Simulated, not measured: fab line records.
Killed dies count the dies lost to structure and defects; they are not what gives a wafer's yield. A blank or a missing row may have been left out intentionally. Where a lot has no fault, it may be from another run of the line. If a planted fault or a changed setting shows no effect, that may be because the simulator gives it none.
The same fault as seen by 2 desks    flow nand-harc    each desk has only its own numbers; what lay behind them comes last

AT THE METROLOGY DESK
What the gauges read, lot by lot, whatever tool the lot ran on: means of the sampled wafers that have a number. Any lot whose mean is over 4 standard deviations away from the usual mean is out of limits and marked OUT; that distance is given in the brackets.
Columns: A = cd-nm at NHARC_P_STI_CD_MEAS_16, usual 200.4 nm
lot   first seen here  A
L858  day 2 09:22      202.8
L861  day 3 08:28      199.2
L863  day 3 17:23      203.3
L864  day 3 23:34      201.4
L866  day 4 12:58      204.8
L868  day 5 00:35      203.4
L873  day 6 06:43      199.4
L874  day 6 12:22      201.1
L875  day 6 18:50      200.7
L876  day 6 23:51      199.3
L879  day 7 17:19      196.8
L880  day 8 01:56      197.2
L881  day 8 02:06      200.2
Finding of this desk: none of the 13 lots has anything out of limits.

THE DEFECT DESK
Counts from the inspections along the route, per lot, as means over the sampled wafers that have a number. Any lot whose mean is over 4 standard deviations away from the usual mean is out of limits and marked OUT; that distance is given in the brackets.
Columns: A = raw-defect-count at NHARC_P_GATE_INSPECT_28, usual 6.4
lot   first seen here  A
L858  day 4 11:05      10.7
L861  day 5 13:12      4.0
L863  day 6 01:23      6.7
L864  day 6 06:58      6.3
L866  day 6 20:38      5.3
L868  day 7 05:27      9.0
L873  day 8 10:46      9.3
L874  day 8 21:25      1285.7 (+99 or more) OUT
L876  day 8 22:06      1320.7 (+99 or more) OUT
L875  day 8 22:35      1244.0 (+99 or more) OUT
L879  day 10 02:07     6.7
L881  day 10 02:16     4.7
L880  day 10 02:38     6.3
Finding of this desk: L874, L875, L876 out of limits; the first was L874 at day 8 21:25, on raw-defect-count at NHARC_P_GATE_INSPECT_28. Within limits: L858, L861, L863, L864, L866, L868, L873, L879, L881, L880.

PUT TOGETHER
The defect desk could have raised an alarm at day 8 21:25, on L874, L875, L876.
At the metrology desk, nothing out of limits was observed.
The metrology desk holds a record of L874, L875, L876, inside its limits.
The lots listed all ran NHARC_P_GATE_OXIDE_16 on furnace-07.

WHAT THE SIMULATOR HAD PUT IN
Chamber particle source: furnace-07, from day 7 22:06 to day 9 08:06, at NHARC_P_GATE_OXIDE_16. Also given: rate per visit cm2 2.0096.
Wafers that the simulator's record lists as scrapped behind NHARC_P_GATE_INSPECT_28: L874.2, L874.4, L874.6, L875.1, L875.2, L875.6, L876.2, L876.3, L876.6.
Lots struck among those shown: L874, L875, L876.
Hours from the fault's start to each desk's first reading out of limits: the defect desk, 23.
